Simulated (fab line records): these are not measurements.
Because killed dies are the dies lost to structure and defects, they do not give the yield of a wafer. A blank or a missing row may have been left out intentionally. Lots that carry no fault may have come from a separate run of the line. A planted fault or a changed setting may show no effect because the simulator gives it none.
Matching of chambers    flow n5_finfet    4 sister chambers for N5_HKMG_FIN_ALD_75 on ald_hk-03
The step deposits Al2O3, target thk 1 nm, co reactant pulse time 1 s. 20 wafers are shown with their chamber, then 10 later ones without.

== WAFERS, EACH WITH ITS CHAMBER ==
wafer   chamber  heater_power_w (W)  heater_power_outer_w (W)  precursor_pulse_height_rel
L074.2  0        135                 72                        1.018
L074.5  2        178                 87                        1.019
L074.6  3        131                 73                        1.011
L077.1  1        145                 71                        1.026
L077.3  0        134                 73                        1.006
L077.6  0        131                 71                        1.005
L079.1  0        134                 71                        1.005
L079.4  2        174                 87                        0.976
L079.5  3        131                 73                        1.013
L081.1  2        172                 87                        1.017
L081.2  1        146                 72                        0.966
L081.5  3        134                 76                        0.974
L082.2  2        177                 88                        0.986
L082.5  3        130                 74                        0.972
L082.6  0        139                 71                        1.017
L085.3  1        144                 73                        1.009
L085.4  2        178                 89                        0.978
L085.5  0        130                 71                        0.991
L089.1  3        131                 73                        0.969
L089.3  2        178                 89                        0.991

SIGNATURES (means of the wafers above)
reading                     chamber 0  chamber 1  chamber 2  chamber 3  scatter within a chamber
heater_power_w              133.83     145.00     176.17     131.40     2.43
heater_power_outer_w        71.50      72.00      87.83      73.80      1.03
precursor_pulse_height_rel  1.00700    1.00033    0.99450    0.98780    0.0196
Rule: a wafer lies at a distance from a chamber equal to the root of the sum of squares, over the readings, of (its reading less the chamber's mean, divided by the reading's scatter). If the next closest chamber is less than 2 further off than the closest, the wafer can't be placed; otherwise it belongs to the closest. How the scatter is found: for the shown wafers, subtract from each reading the mean of its chamber, square and add these, divide the total by (wafers less chambers), then take the root.

== WAFERS WITHOUT THEIR CHAMBER ==
wafer   heater_power_w (W)  heater_power_outer_w (W)  precursor_pulse_height_rel
L089.4  139                 71                        0.990
L092.2  132                 73                        1.000
L092.4  180                 89                        1.015
L092.5  152                 70                        1.011
L095.4  136                 74                        1.002
L095.5  138                 73                        0.993
L095.6  128                 74                        1.000
L096.2  180                 90                        0.989
L096.3  145                 71                        0.978
L096.5  173                 88                        0.982

== CHAMBER TAKEN BY EACH ==
wafer   from the rows above           in truth
L089.4  can't be placed: 0 or 1 or 3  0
L092.2  can't be placed: 3 or 0       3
L092.4  2                             2
L092.5  1                             1
L095.4  can't be placed: 3 or 0       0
L095.5  can't be placed: 0 or 3 or 1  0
L095.6  can't be placed: 3 or 0       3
L096.2  2                             2
L096.3  1                             1
L096.5  2                             2
Placed correctly: 5 of 10. Unplaceable from these rows: 5, with the true chamber sitting among the candidates in 5. Placed wrongly: 0.
